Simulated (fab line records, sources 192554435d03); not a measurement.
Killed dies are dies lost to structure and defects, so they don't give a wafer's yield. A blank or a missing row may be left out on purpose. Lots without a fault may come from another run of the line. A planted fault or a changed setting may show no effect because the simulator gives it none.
fab line records | flow n5_finfet
record lots=11 wafers=30 last_day=18
route steps=1938 shown BEOL_M10@1487
lots that met no fault: from a run of the same line without faults
start_h: hours from the record's first day to the start of the lot's first wafer shown | wait_h: hours since the lot's step before | " the same as in the row above | L1.1+2: a row that stands for several wafers | - no value, or no start given | * or withheld: withheld | < > ~ a bound
route shown NAME@n: a module of which the file shows steps, and the number in the route of the first | usual: mean/standard deviation of fault-free wafers | same: alike in all rows | chamber/n: place in a boat | sites: the reading at each site | _std_site: their standard deviation | _edge_site: outer sites' mean less inner sites' | radius_mm: how far each site lies from the wafer's centre | mask NAME#n: copy n | behind: the tool/chamber that last shaped the wafer | hold: why the lot was held/for how many hours/how that ended | device: the transistor (n, p or np) that didn't switch | end of line: the same wafers' tests at the end of the route | a step without rows: its recipe alone | killed: dies lost to structure and defects at the first sort, not the wafer's yield | map: a wafer's dies, x killed, . not, _ none there
set.NAME: the setting as run; set.NAME@STEP: as run at that earlier step | model.NAME: the simulator's own value behind a step, which no gauge read
steps of the route over a sample of lots; a table a step, a row a wafer
services: from which hour (start_h, from the record's first day; less than 0 if before it) a tool's chamber was out of use, for how many hours, and why
## steps
# step N5_BEOL_M10_ETCH_61
# recipe chemistry=CF4 target=SiARC target_depth_a=390 mask_material=CAR-ArF time_s=65 ion_energy_ev=80 pressure_mtorr=40 source_w=545 bias_w=36 Ar_flow_sccm=100 cf4_flow_sccm=100 ends=cleared
# usual drypump_motor_current_A=5.8/0.31 etch_rf_on_time_s=64.8/1.1 oes_product_au=0.67/0.057 rf_vpp_V=183.9/1.3 showerhead_plenum_p_Torr=2.12/0.079 throttle_valve_pct=15.6/0.3
# columns lot.wafer tool chamber start_h wait_h drypump_motor_current_A etch_rf_on_time_s oes_product_au rf_hours_counter_h rf_vpp_V showerhead_plenum_p_Torr throttle_valve_pct
L442.1 rie_diel-04 3 231.90 0.0 5.6 66.6 0.69 59 184.1 2.26 15.7
L442.2 " 2 " " 5.6 65.7 0.62 198 184.7 2.21 16.1
L442.3 " 1 " " 6.2 65.9 0.70 54 186.5 2.27 15.6
L443.1 rie_diel-01 3 243.64 0.0 5.8 63.2 0.66 142 182.5 2.06 15.8
L443.5 " 1 " " 5.9 64.7 0.57 - 183.0 2.10 15.8
L443.6 " 0 " " 6.1 65.7 0.67 - 183.6 2.06 15.3
L445.1 rie_diel-03 2 249.23 0.0 5.5 64.8 0.64 168 185.8 2.22 16.0
L445.5 " 3 " " 5.9 64.9 0.63 - 182.9 2.05 15.9
L445.6 " 0 " " 5.1 64.0 0.76 - 183.9 2.10 15.5
L448.1 rie_diel-04 1 261.51 0.0 6.2 65.4 0.70 60 184.1 2.26 15.5
L448.3 " 0 " " 5.5 63.7 0.70 98 182.7 2.08 15.3
L448.5 " 1 " " 6.1 65.4 0.70 - 185.2 2.26 15.6
L449.1 rie_diel-01 1 278.45 0.0 5.9 64.2 0.80 7 183.7 2.10 15.3
L449.4 " 3 " " 5.8 63.1 0.64 159 183.2 2.06 15.9
L449.6 " 3 " " 5.7 63.5 0.65 - 183.0 2.06 15.9
L451.3 rie_diel-04 0 287.15 0.0 5.5 62.7 0.71 106 184.5 2.08 15.3
L451.6 " 1 " " 6.2 64.8 0.70 - 184.9 2.26 15.6
L450.1 rie_diel-04 2 287.73 0.0 5.6 66.4 0.61 214 185.3 2.20 16.1
L450.4 " 1 " " 6.2 66.0 0.69 69 183.9 2.26 15.6
L454.1 rie_diel-03 1 312.05 0.0 6.3 64.1 0.72 59 183.9 2.09 15.3
L454.4 " 3 " " 5.9 63.9 0.62 214 184.2 2.05 15.9
L460.1 rie_diel-04 2 339.92 0.0 5.6 66.0 0.61 232 184.7 2.20 16.1
L460.2 " 3 " " 5.6 65.9 0.66 91 187.5 2.25 15.8
L460.3 " 1 " " 6.2 64.7 0.68 87 185.1 2.26 15.6
L462.1 rie_diel-03 3 351.79 0.0 5.9 64.5 0.61 230 182.5 2.04 16.0
L462.4 " 2 " " 5.5 65.0 0.62 - 184.8 2.20 16.1
L462.6 " 3 " " 5.9 64.4 0.61 - 182.2 2.04 16.0
L465.1 rie_diel-04 2 368.05 0.0 5.6 66.2 0.60 246 186.0 2.19 16.1
L465.4 " 2 " " 5.6 65.9 0.60 - 184.0 2.19 16.2
L465.6 " 3 " " 5.7 66.0 0.66 - 187.2 2.25 15.8
# step N5_BEOL_M10_STRIP_67
# recipe chemistry=CF4 resist=SiARC power_w=300 bias_power_w=75 pressure_mtorr=50 cf4_flow_sccm=150 rf_frequency_hz=6e+07
# usual drypump_motor_current_A=5.8/0.31 oes_product_au=0.79/0.065 rf_vpp_V=270.9/1.5 showerhead_plenum_p_Torr=1.78/0.062 throttle_valve_pct=13.6/0.31
# columns lot.wafer tool chamber start_h wait_h drypump_motor_current_A oes_product_au rf_hours_counter_h rf_vpp_V showerhead_plenum_p_Torr throttle_valve_pct
L442.1 rie_diel-04 3 232.09 0.0 5.7 0.82 59 272.8 1.89 13.6
L442.2 " 2 " " 5.6 0.73 198 271.3 1.85 14.0
L442.3 " 1 " " 6.2 0.83 54 271.1 1.89 13.5
L443.1 rie_diel-01 3 243.83 0.0 5.7 0.75 142 272.6 1.74 13.8
L443.5 " 1 " " 5.9 0.68 - 270.4 1.77 13.8
L443.6 " 0 " " 6.0 0.80 - 269.8 1.73 13.3
L445.1 rie_diel-03 2 249.43 0.0 5.5 0.75 168 273.1 1.86 14.0
L445.5 " 3 " " 5.9 0.74 - 270.2 1.72 13.9
L445.6 " 0 " " 5.1 0.88 - 271.0 1.76 13.4
L448.1 rie_diel-04 1 261.70 0.0 6.2 0.83 60 271.4 1.89 13.5
L448.3 " 0 " " 5.5 0.82 98 270.4 1.74 13.3
L448.5 " 1 " " 6.2 0.83 - 273.8 1.89 13.5
L449.1 rie_diel-01 1 278.65 0.0 6.0 0.94 7 269.4 1.76 13.2
L449.4 " 3 " " 5.7 0.74 159 270.3 1.73 13.8
L449.6 " 3 " " 5.7 0.74 - 270.4 1.73 13.9
L451.3 rie_diel-04 0 287.35 0.0 5.5 0.80 106 270.8 1.74 13.3
L451.6 " 1 " " 6.2 0.81 - 272.4 1.89 13.5
L450.1 rie_diel-04 2 287.93 0.0 5.6 0.73 214 271.0 1.85 14.1
L450.4 " 1 " " 6.2 0.82 69 272.1 1.89 13.5
L454.1 rie_diel-03 1 312.25 0.0 6.3 0.85 59 270.4 1.75 13.2
L454.4 " 3 " " 5.9 0.72 214 268.3 1.72 13.9
L460.1 rie_diel-04 2 340.12 0.0 5.6 0.72 232 272.5 1.84 14.1
L460.2 " 3 " " 5.7 0.78 91 274.0 1.88 13.7
L460.3 " 1 " " 6.2 0.80 87 271.8 1.88 13.5
L462.1 rie_diel-03 3 351.99 0.0 5.9 0.71 230 269.2 1.71 14.0
L462.4 " 2 " " 5.4 0.72 - 272.1 1.85 14.1
L462.6 " 3 " " 5.9 0.71 - 269.6 1.71 13.9
L465.1 rie_diel-04 2 368.25 0.0 5.6 0.71 246 272.8 1.84 14.1
L465.4 " 2 " " 5.6 0.71 - 273.0 1.84 14.2
L465.6 " 3 " " 5.7 0.78 - 272.8 1.88 13.7
# step N5_BEOL_M10_VIA_ETCH_34
# recipe chemistry=C4F6/O2 target=SiCOH_lowk target_depth_a=1845 mask_material=SOC taper_deg=4 time_s=69.2 ion_energy_ev=250 pressure_mtorr=30 source_w=345 bias_w=185 Ar_flow_sccm=300 C4F6_flow_sccm=10 O2_flow_sccm=10
# usual drypump_motor_current_A=5.9/0.33 oes_o_777_au=0.78/0.073 oes_product_au=0.78/0.078 rf_vpp_V=665/6.4 run_length_s=92.2/0.54 showerhead_plenum_p_Torr=2.81/0.097 throttle_valve_pct=20.89/0.3
# columns lot.wafer tool chamber start_h wait_h drypump_motor_current_A oes_o_777_au oes_product_au rf_hours_counter_h rf_vpp_V run_length_s showerhead_plenum_p_Torr throttle_valve_pct
L442.1 rie_diel-01 2 235.65 0.0 6.2 0.69 0.68 226 665 91.6 2.82 20.86
L442.2 " 0 " " 6.1 0.80 0.79 117 670 92.0 2.73 20.52
L442.3 " 1 " " 5.9 0.68 0.66 247 666 91.9 2.79 20.92
L443.1 rie_diel-01 0 247.10 0.0 6.0 0.80 0.79 122 668 92.3 2.73 20.55
L443.5 " 0 " " 6.0 0.81 0.79 - 668 92.1 2.73 20.52
L443.6 " 3 " " 5.8 0.77 0.76 - 662 91.8 2.73 21.08
L445.1 rie_diel-01 0 251.25 0.0 6.1 0.81 0.79 126 668 92.0 2.73 20.54
L445.5 " 2 " " 6.2 0.69 0.68 - 667 91.8 2.82 20.86
L445.6 " 0 " " 6.1 0.80 0.79 - 668 92.3 2.73 20.54
L448.1 rie_diel-01 2 264.77 0.0 6.2 0.68 0.68 241 667 91.7 2.81 20.86
L448.3 " 1 " " 5.9 0.98 0.96 2 664 92.1 2.79 20.55
L448.5 " 2 " " 6.2 0.68 0.68 - 668 91.8 2.81 20.86
L449.1 rie_diel-03 1 282.02 0.0 6.3 0.86 0.87 48 658 93.3 2.78 20.56
L449.4 " 0 " " 5.1 0.83 0.87 39 676 92.5 2.77 20.78
L449.6 " 0 " " 5.1 0.84 0.87 - 676 92.0 2.77 20.77
L451.3 rie_diel-01 1 288.84 0.0 6.0 0.93 0.93 10 665 91.7 2.79 20.57
L451.6 " 1 " " 5.9 0.93 0.94 - 665 106.2 2.79 20.56
L450.1 rie_diel-01 2 289.31 0.0 6.2 0.68 0.67 250 666 91.7 2.81 20.88
L450.4 " 3 " " 5.8 0.75 0.75 163 661 105.9 2.72 21.13
L454.1 rie_diel-01 3 313.30 0.0 5.7 0.75 0.74 173 661 91.8 2.72 21.13
L454.4 " 1 " " 6.0 0.91 0.91 21 665 105.9 2.78 20.58
L460.1 rie_diel-04 1 341.30 0.0 6.2 0.76 0.80 88 676 91.8 3.01 21.00
L460.2 " 2 " " 5.6 0.70 0.71 233 666 91.5 2.92 21.41
L460.3 " 3 " " 5.6 0.76 0.77 91 677 92.4 3.00 21.14
L462.1 rie_diel-03 2 353.09 0.0 5.5 0.73 0.71 208 666 92.8 2.93 21.32
L462.4 " 1 " " 6.4 0.83 0.83 - 658 93.4 2.76 20.59
L462.6 " 2 " " 5.5 0.74 0.71 - 665 92.4 2.93 21.34
L465.1 rie_diel-03 1 369.91 0.0 6.3 0.82 0.82 83 658 93.2 2.76 20.62
L465.4 " 2 " " 5.5 0.73 0.71 215 665 92.5 2.93 21.33
L465.6 " 3 " " 5.9 0.71 0.71 - 654 91.9 2.70 21.24
# step N5_BEOL_M10_PRE_CLEAN_45
# recipe gas=H2/He time_s=30 temp_c=250
# usual heater_power_w=336/28
# columns lot.wafer tool chamber start_h wait_h heater_power_w
L442.1 pvd_sputter-03 - 236.54 0.0 326
L442.2 " - " " 324
L442.3 " - " " 357
L443.1 pvd_sputter-03 - 249.87 0.0 330
L443.5 " - " " 342
L443.6 " - " " 364
L445.1 pvd_sputter-03 - 253.32 0.0 375
L445.5 " - " " 357
L445.6 " - " " 335
L448.1 pvd_sputter-03 - 266.12 0.0 339
L448.3 " - " " 340
L448.5 " - " " 341
L449.1 pvd_sputter-03 - 283.47 0.0 369
L449.4 " - " " 355
L449.6 " - " " 333
L451.3 pvd_sputter-02 - 290.00 0.0 317
L451.6 " - " " 306
L450.1 pvd_sputter-03 - 291.33 0.0 340
L450.4 " - " " 339
L454.1 pvd_sputter-03 - 316.08 0.0 336
L454.4 " - " " 342
L460.1 pvd_sputter-01 - 342.84 0.0 387
L460.2 " - " " 244
L460.3 " - " " 360
L462.1 pvd_sputter-02 - 354.30 0.0 302
L462.4 " - " " 308
L462.6 " - " " 291
L465.1 pvd_sputter-03 - 371.08 0.0 354
L465.4 " - " " 360
L465.6 " - " " 326
## services
# columns tool chamber start_h hours kind
rie_diel-04 1 209.09 6.8 repair
rie_diel-03 2 212.85 15.3 repair
rie_diel-04 - 240.08 14.6 pm
rie_diel-01 1 244.09 - clean
rie_diel-01 1 244.09 - consumable_replace:focus_ring
rie_diel-01 1 244.09 13.9 scheduled_down
rie_diel-01 1 244.09 13.9 vent_cycle
pvd_sputter-03 - 271.86 1.3 repair
rie_diel-01 2 290.57 - clean
rie_diel-01 2 290.57 - consumable_replace:focus_ring
rie_diel-01 2 290.57 21.6 scheduled_down
rie_diel-01 2 290.57 21.6 vent_cycle
rie_diel-04 1 344.77 30.9 repair
rie_diel-03 - 361.14 2.8 pm
## key
first_sign step=N5_BEOL_M10_VIA_ETCH_34 reading=run_length_s direction=up sigmas=26 usual=* struck=*
effect none on later readings
met_at N5_BEOL_M10_VIA_ETCH_34
struck_lots L450,L451,L454
struck_wafers L450.4,L451.6,L454.4
not_acting_at N5_BEOL_M10_ETCH_61,N5_BEOL_M10_STRIP_67,N5_BEOL_M10_PRE_CLEAN_45
onset_between 264.77 288.84
fault kind=process_parameter_drift tool=rie_diel-01 chamber=- onset_h=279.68 steps=N5_BEOL_M10_VIA_ETCH_34 channel=time_s offset=* shape=step end_h=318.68 scope=struck_wafers_only acts_in=* stated=*
